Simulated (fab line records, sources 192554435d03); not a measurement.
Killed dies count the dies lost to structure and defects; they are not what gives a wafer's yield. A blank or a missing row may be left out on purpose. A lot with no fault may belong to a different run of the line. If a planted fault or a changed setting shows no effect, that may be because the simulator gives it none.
Chamber matching | flow n5-finfet | ald-metal-03 running N5_HKMG_FIN_ALD_36: 4 sister chambers
The step deposits TiN, target thk 1 nm, pulse time 1 s, purge time 3 s. 4 wafers are shown with their chamber, then 7 later ones without.

== WAFERS WITH THEIR CHAMBER ==
wafer  | chamber | heater-power-w (W)
L079.4 | 2       | 765
L084.2 | 0       | 1157
L085.2 | 1       | 964
L085.4 | 3       | 865

== WAFERS WITHOUT THEIR CHAMBER ==
wafer  | heater-power-w (W)
L085.6 | 882
L089.1 | 763
L089.3 | 1123
L089.5 | 774
L094.1 | 790
L094.2 | 1125
L094.5 | 975

== EACH ONE'S CHAMBER ==
wafer  | from the rows above | in truth
L085.6 | 3                   | 3
L089.1 | 2                   | 2
L089.3 | 0                   | 0
L089.5 | 2                   | 2
L094.1 | 2                   | 2
L094.2 | 0                   | 0
L094.5 | 1                   | 1
7 of 7 placed correctly. Can't be placed from these rows: 0. Number placed wrongly: 0.
How it was worked out, from the rows above alone: a wafer's distance from a chamber is the root of the sum, over the readings, of the square of ((its reading less the chamber's mean) divided by the reading's scatter). If the next closest chamber is less than 2 further off than the closest, the wafer can't be placed; otherwise it belongs to the closest. Each chamber's mean is taken over the wafers shown for it. The scatter: with one shown wafer a chamber, the root of the mean of the squares of how far each hidden wafer lies from its nearest shown one.
